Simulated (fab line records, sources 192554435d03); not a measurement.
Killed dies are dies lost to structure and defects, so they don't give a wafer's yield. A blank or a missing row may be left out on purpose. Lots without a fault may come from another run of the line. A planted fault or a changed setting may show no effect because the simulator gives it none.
Which tool did it? | flow n5_finfet | 24 lots, 72 wafers sampled, at 6 steps of a route of 1938

WHAT THE GAUGES READ, wafer by wafer
N5_BEOL_M4_CD_MEAS_18: pitch 36 nm, target cd 18 nm.
lot  | measured     | on        | cd_nm (nm)
L075 | day 7 10:58  | cd_sem-01 | 18.4 17.9 17.5
L074 | day 7 11:25  | cd_sem-01 | 18.4 18.2 17.5
L076 | day 7 19:04  | cd_sem-03 | 18.8 18.3 18.0
L077 | day 8 10:44  | cd_sem-01 | 18.3 17.4 18.2
L078 | day 8 11:52  | cd_sem-03 | 18.1 17.8 17.5
L079 | day 8 16:28  | cd_sem-02 | 18.2 17.6 17.1
L080 | day 9 00:22  | cd_sem-02 | 18.3 18.4 18.3
L081 | day 9 15:04  | cd_sem-03 | 18.2 17.9 17.6
L083 | day 9 17:43  | cd_sem-03 | 17.7 17.4 17.0
L082 | day 9 15:18  | cd_sem-03 | 17.4 17.9 17.5
L084 | day 9 21:13  | cd_sem-01 | 18.5 18.5 18.0
L086 | day 10 07:18 | cd_sem-02 | 18.0 17.2 18.4
L087 | day 10 16:04 | cd_sem-02 | 17.6 18.5 17.9
L085 | day 10 19:47 | cd_sem-02 | 17.8 18.0 18.0
L088 | day 10 21:11 | cd_sem-03 | 18.4 17.9 18.1
L089 | day 11 08:41 | cd_sem-02 | 17.0 17.5 17.6
L090 | day 11 09:32 | cd_sem-01 | 18.4 17.4 17.5
L091 | day 11 17:43 | cd_sem-03 | 18.0 18.2 18.2
L093 | day 12 08:23 | cd_sem-02 | 18.2 17.9 18.0
L094 | day 12 19:41 | cd_sem-01 | 17.8 17.2 18.2
L092 | day 12 20:38 | cd_sem-03 | 18.3 17.6 17.8
L095 | day 13 04:28 | cd_sem-02 | 18.1 17.5 17.7
L096 | day 13 17:34 | cd_sem-03 | 18.4 18.7 17.3
L097 | day 14 01:22 | cd_sem-02 | 17.7 18.1 18.1

WHICH TOOL RAN EACH LOT (tool, then ch and the chambers of the sampled wafers, then the start)
lot  | N5_BEOL_M3_ANNEAL_80         | N5_BEOL_M3_SPUTTER_90        | N5_BEOL_M3_ANNEAL_95         | N5_BEOL_M3_CO_CAP_55             | N5_BEOL_M4_DESCUM_16
L075 | pvd_sputter-02, day 7 05:18  | pvd_sputter-02, day 7 06:06  | pvd_sputter-02, day 7 06:37  | cvd_co-01 ch 1,2, day 7 08:05    | rie_diel-06 ch 1,3, day 7 10:32
L074 | pvd_sputter-01, day 7 06:47  | pvd_sputter-01, day 7 07:35  | pvd_sputter-01, day 7 08:07  | cvd_co-01 ch 0,1,2, day 7 09:23  | rie_diel-04 ch 0,2,3, day 7 10:58
L076 | pvd_sputter-02, day 7 11:49  | pvd_sputter-02, day 7 12:37  | pvd_sputter-02, day 7 13:08  | cvd_co-02 ch 0,1,2, day 7 14:09  | rie_diel-04 ch 0,2,3, day 7 18:38
L077 | pvd_sputter-02, day 8 04:43  | pvd_sputter-02, day 8 05:31  | pvd_sputter-02, day 8 06:02  | cvd_co-01 ch 0,2, day 8 07:26    | rie_diel-05 ch 0,1, day 8 10:04
L078 | pvd_sputter-01, day 8 07:31  | pvd_sputter-01, day 8 08:19  | pvd_sputter-01, day 8 08:50  | cvd_co-01 ch 0,2, day 8 09:50    | rie_diel-05 ch 1,2, day 8 11:25
L079 | pvd_sputter-02, day 8 12:26  | pvd_sputter-02, day 8 13:14  | pvd_sputter-02, day 8 13:46  | cvd_co-01 ch 0,1,2, day 8 14:46  | rie_diel-04 ch 0,1,2, day 8 16:01
L080 | pvd_sputter-02, day 8 19:53  | pvd_sputter-02, day 8 20:41  | pvd_sputter-02, day 8 21:12  | cvd_co-01 ch 0,2, day 8 22:13    | rie_diel-04 ch 0,2, day 8 23:56
L081 | pvd_sputter-03, day 9 05:40  | pvd_sputter-03, day 9 06:28  | pvd_sputter-03, day 9 06:59  | cvd_co-02 ch 1,2, day 9 08:33    | rie_diel-06 ch 1,2,3, day 9 14:29
L083 | pvd_sputter-02, day 9 08:23  | pvd_sputter-02, day 9 09:11  | pvd_sputter-02, day 9 13:33  | cvd_co-01 ch 0,1, day 9 14:37    | rie_diel-06 ch 1,2,3, day 9 17:09
L082 | pvd_sputter-01, day 9 10:22  | pvd_sputter-01, day 9 11:10  | pvd_sputter-01, day 9 11:41  | cvd_co-02 ch 0,2, day 9 12:41    | rie_diel-06 ch 1,2, day 9 14:46
L084 | pvd_sputter-03, day 9 14:53  | pvd_sputter-03, day 9 15:41  | pvd_sputter-03, day 9 16:13  | cvd_co-02 ch 0,1,2, day 9 17:17  | rie_diel-05 ch 1, day 9 20:16
L086 | pvd_sputter-01, day 10 03:01 | pvd_sputter-01, day 10 03:49 | pvd_sputter-01, day 10 04:20 | cvd_co-01 ch 1,2, day 10 05:20   | rie_diel-05 ch 1,2, day 10 06:52
L087 | pvd_sputter-03, day 10 10:41 | pvd_sputter-03, day 10 11:29 | pvd_sputter-03, day 10 12:01 | cvd_co-01 ch 0,1, day 10 13:18   | rie_diel-05 ch 0,1,2, day 10 15:26
L085 | pvd_sputter-01, day 10 13:52 | pvd_sputter-01, day 10 14:40 | pvd_sputter-01, day 10 15:11 | cvd_co-01 ch 0,1,2, day 10 16:12 | rie_diel-05 ch 1,3, day 10 19:20
L088 | pvd_sputter-03, day 10 16:23 | pvd_sputter-03, day 10 17:11 | pvd_sputter-03, day 10 17:43 | cvd_co-02 ch 0,2, day 10 18:43   | rie_diel-04 ch 1,2,3, day 10 20:42
L089 | pvd_sputter-02, day 11 03:11 | pvd_sputter-02, day 11 03:59 | pvd_sputter-02, day 11 04:31 | cvd_co-01 ch 1,2, day 11 05:46   | rie_diel-04 ch 0,1,3, day 11 08:16
L090 | pvd_sputter-01, day 11 04:51 | pvd_sputter-01, day 11 05:39 | pvd_sputter-01, day 11 06:10 | cvd_co-01 ch 1,2, day 11 07:14   | rie_diel-04 ch 0,2, day 11 09:01
L091 | pvd_sputter-01, day 11 13:40 | pvd_sputter-01, day 11 14:28 | pvd_sputter-01, day 11 14:59 | cvd_co-01 ch 1,2, day 11 16:01   | rie_diel-06 ch 0,1,3, day 11 17:08
L093 | pvd_sputter-03, day 12 02:56 | pvd_sputter-03, day 12 03:53 | pvd_sputter-03, day 12 04:55 | cvd_co-01 ch 0,1, day 12 06:09   | rie_diel-04 ch 0,1,3, day 12 07:52
L094 | pvd_sputter-01, day 12 15:11 | pvd_sputter-01, day 12 15:59 | pvd_sputter-01, day 12 16:30 | cvd_co-02 ch 0,1, day 12 17:30   | rie_diel-06 ch 0,1,2, day 12 19:07
L092 | pvd_sputter-02, day 12 15:52 | pvd_sputter-02, day 12 16:40 | pvd_sputter-02, day 12 17:11 | cvd_co-02 ch 0,1,2, day 12 18:11 | rie_diel-06 ch 0,2,3, day 12 20:12
L095 | pvd_sputter-03, day 12 23:50 | pvd_sputter-03, day 13 00:38 | pvd_sputter-03, day 13 01:09 | cvd_co-02 ch 1,2, day 13 02:11   | rie_diel-04 ch 0,1, day 13 03:59
L096 | pvd_sputter-03, day 13 12:11 | pvd_sputter-03, day 13 12:59 | pvd_sputter-03, day 13 13:30 | cvd_co-01 ch 0,1,2, day 13 14:32 | rie_diel-05 ch 0,1, day 13 17:07
L097 | pvd_sputter-03, day 13 19:09 | pvd_sputter-03, day 13 19:57 | pvd_sputter-03, day 13 20:28 | cvd_co-02 ch 0,1, day 13 21:29   | rie_diel-04 ch 1,3, day 14 00:53
- N5_BEOL_M3_ANNEAL_80: time 240 s.
- N5_BEOL_M3_SPUTTER_90: material Cu, target thk 4.5 nm, time 8.29 s.
- N5_BEOL_M3_ANNEAL_95: time 240 s.
- N5_BEOL_M3_CO_CAP_55: material Co, precursor CCTBA/H2, target thk 2 nm, time 102.1 s.
- N5_BEOL_M4_DESCUM_16: chemistry O2, time 7 s.

WHAT THE TOOLS THEMSELVES READ (means of the sampled wafers that have a number; where no wafer has one, the mark that the record gives instead)
N5_BEOL_M3_ANNEAL_80.
lot  | tool           | heater_power_w (W)
L075 | pvd_sputter-02 | 857
L074 | pvd_sputter-01 | 801
L076 | pvd_sputter-02 | 914
L077 | pvd_sputter-02 | 907
L078 | pvd_sputter-01 | 745
L079 | pvd_sputter-02 | 821
L080 | pvd_sputter-02 | 886
L081 | pvd_sputter-03 | 807
L083 | pvd_sputter-02 | 870
L082 | pvd_sputter-01 | 807
L084 | pvd_sputter-03 | 811
L086 | pvd_sputter-01 | 772
L087 | pvd_sputter-03 | 806
L085 | pvd_sputter-01 | 758
L088 | pvd_sputter-03 | 845
L089 | pvd_sputter-02 | 836
L090 | pvd_sputter-01 | 777
L091 | pvd_sputter-01 | 814
L093 | pvd_sputter-03 | 794
L094 | pvd_sputter-01 | 818
L092 | pvd_sputter-02 | 866
L095 | pvd_sputter-03 | 797
L096 | pvd_sputter-03 | 835
L097 | pvd_sputter-03 | 836

N5_BEOL_M3_SPUTTER_90.
lot  | tool           | chuck_sensor_temp_C (C) | throttle_valve_pct (%)
L075 | pvd_sputter-02 | -15.9                   | 29.2
L074 | pvd_sputter-01 | -16.6                   | 30.0
L076 | pvd_sputter-02 | -16.1                   | 29.3
L077 | pvd_sputter-02 | -15.9                   | 29.4
L078 | pvd_sputter-01 | -15.6                   | 29.5
L079 | pvd_sputter-02 | -15.8                   | 29.9
L080 | pvd_sputter-02 | -16.2                   | 28.8
L081 | pvd_sputter-03 | -16.1                   | 30.5
L083 | pvd_sputter-02 | -16.3                   | 28.2
L082 | pvd_sputter-01 | -16.5                   | 29.9
L084 | pvd_sputter-03 | -16.3                   | 30.6
L086 | pvd_sputter-01 | -16.6                   | 29.8
L087 | pvd_sputter-03 | -16.2                   | 30.8
L085 | pvd_sputter-01 | -16.2                   | 29.9
L088 | pvd_sputter-03 | -16.4                   | 29.3
L089 | pvd_sputter-02 | -15.7                   | 29.9
L090 | pvd_sputter-01 | -15.5                   | 29.4
L091 | pvd_sputter-01 | -16.9                   | 30.3
L093 | pvd_sputter-03 | -16.4                   | 30.6
L094 | pvd_sputter-01 | -16.8                   | 30.3
L092 | pvd_sputter-02 | -16.0                   | 29.3
L095 | pvd_sputter-03 | -16.5                   | 30.0
L096 | pvd_sputter-03 | -16.2                   | 29.9
L097 | pvd_sputter-03 | -16.4                   | 30.2

N5_BEOL_M3_ANNEAL_95.
lot  | tool           | heater_power_w (W)
L075 | pvd_sputter-02 | 853
L074 | pvd_sputter-01 | 813
L076 | pvd_sputter-02 | 897
L077 | pvd_sputter-02 | 911
L078 | pvd_sputter-01 | 758
L079 | pvd_sputter-02 | 847
L080 | pvd_sputter-02 | 879
L081 | pvd_sputter-03 | 799
L083 | pvd_sputter-02 | 871
L082 | pvd_sputter-01 | 815
L084 | pvd_sputter-03 | 802
L086 | pvd_sputter-01 | 763
L087 | pvd_sputter-03 | 796
L085 | pvd_sputter-01 | 765
L088 | pvd_sputter-03 | 832
L089 | pvd_sputter-02 | 841
L090 | pvd_sputter-01 | 785
L091 | pvd_sputter-01 | 808
L093 | pvd_sputter-03 | 793
L094 | pvd_sputter-01 | 817
L092 | pvd_sputter-02 | 863
L095 | pvd_sputter-03 | 812
L096 | pvd_sputter-03 | 838
L097 | pvd_sputter-03 | 827

N5_BEOL_M3_CO_CAP_55.
lot  | tool      | heater_power_w (W)
L075 | cvd_co-01 | 236
L074 | cvd_co-01 | 232
L076 | cvd_co-02 | 278
L077 | cvd_co-01 | 226
L078 | cvd_co-01 | 235
L079 | cvd_co-01 | 234
L080 | cvd_co-01 | 224
L081 | cvd_co-02 | 297
L083 | cvd_co-01 | 246
L082 | cvd_co-02 | 262
L084 | cvd_co-02 | 277
L086 | cvd_co-01 | 236
L087 | cvd_co-01 | 253
L085 | cvd_co-01 | 238
L088 | cvd_co-02 | 253
L089 | cvd_co-01 | 224
L090 | cvd_co-01 | 235
L091 | cvd_co-01 | 236
L093 | cvd_co-01 | 247
L094 | cvd_co-02 | 304
L092 | cvd_co-02 | 282
L095 | cvd_co-02 | 272
L096 | cvd_co-01 | 238
L097 | cvd_co-02 | 287

N5_BEOL_M4_DESCUM_16.
lot  | tool        | drypump_motor_current_A (A) | oes_product_au (a.u.) | rf_fwd_power_W (W) | rf_vpp_V (V) | showerhead_plenum_p_Torr (Torr) | throttle_valve_pct (%)
L075 | rie_diel-06 | 6.2                         | 0.76                  | 49.47              | 243.7        | 2.06                            | 20.63
L074 | rie_diel-04 | 5.6                         | 0.77                  | 49.25              | 243.8        | 2.08                            | 20.33
L076 | rie_diel-04 | 5.6                         | 0.77                  | 49.15              | 242.7        | 2.08                            | 20.34
L077 | rie_diel-05 | 5.9                         | 0.80                  | 49.06              | 242.8        | 2.04                            | 20.44
L078 | rie_diel-05 | 5.7                         | 0.81                  | 49.26              | 242.8        | 2.09                            | 20.24
L079 | rie_diel-04 | 5.5                         | 0.70                  | 49.16              | 242.7        | 2.06                            | 20.41
L080 | rie_diel-04 | 5.7                         | 0.70                  | 49.10              | 241.8        | 2.06                            | 20.51
L081 | rie_diel-06 | 6.0                         | 0.75                  | 49.32              | 242.4        | 2.02                            | 20.50
L083 | rie_diel-06 | 6.0                         | 0.73                  | 49.30              | 241.3        | 2.02                            | 20.51
L082 | rie_diel-06 | 5.7                         | 0.69                  | 49.21              | 240.8        | 2.01                            | 20.60
L084 | rie_diel-05 | 6.0                         | 0.85                  | 49.23              | 242.0        | 2.05                            | 20.25
L086 | rie_diel-05 | 5.7                         | 0.79                  | 49.05              | 242.8        | 2.08                            | 20.26
L087 | rie_diel-05 | 5.6                         | 0.82                  | 49.25              | 243.7        | 2.16                            | 20.32
L085 | rie_diel-05 | 5.9                         | 0.89                  | 49.12              | 243.6        | 2.05                            | 20.27
L088 | rie_diel-04 | 5.4                         | 0.74                  | 49.26              | 242.7        | 2.07                            | 20.27
L089 | rie_diel-04 | 5.4                         | 0.82                  | 49.24              | 243.0        | 2.09                            | 20.06
L090 | rie_diel-04 | 5.7                         | 0.86                  | 49.17              | 244.6        | 2.23                            | 20.32
L091 | rie_diel-06 | 6.3                         | 0.90                  | 49.53              | 242.1        | 2.04                            | 20.32
L093 | rie_diel-04 | 5.4                         | 0.81                  | 49.39              | 243.3        | 2.09                            | 20.07
L094 | rie_diel-06 | 6.0                         | 0.84                  | 49.34              | 242.1        | 2.03                            | 20.43
L092 | rie_diel-06 | 6.2                         | 0.79                  | 49.20              | 242.5        | 2.01                            | 20.33
L095 | rie_diel-04 | 5.5                         | 0.82                  | 49.26              | 243.6        | 2.16                            | 20.15
L096 | rie_diel-05 | 6.0                         | 0.82                  | 49.18              | 242.3        | 2.11                            | 20.35
L097 | rie_diel-04 | 5.3                         | 0.76                  | 49.49              | 242.0        | 2.01                            | 20.03

THE ANSWER, worked out from the rows above alone
Rule: what is usual is taken from the lots themselves. Put in order of their means at a reading, lots are off if they are a third of the lots or fewer, leave a main group of 4 or more, and stand apart from it by a gap of 3 or more times the standard deviation of the main group's means; of several such gaps the widest counts. A main group whose means are all the same, to the digits that the tables above print for the reading, isn't used. A lot without any number at a reading at which 4 lots or more have one is off too. The other lots that the step has rows for count as sound. The gauges are gone through in route order, then the tools' own readings, and for those a lot's mean is taken as printed above. The first step at which some lot is off is used, and at that step the reading that is off furthest; a lot without a number counts as furthest.
No lot is off at any reading shown: from this, nothing can be told.

WHAT THE SIMULATOR HAD PUT IN
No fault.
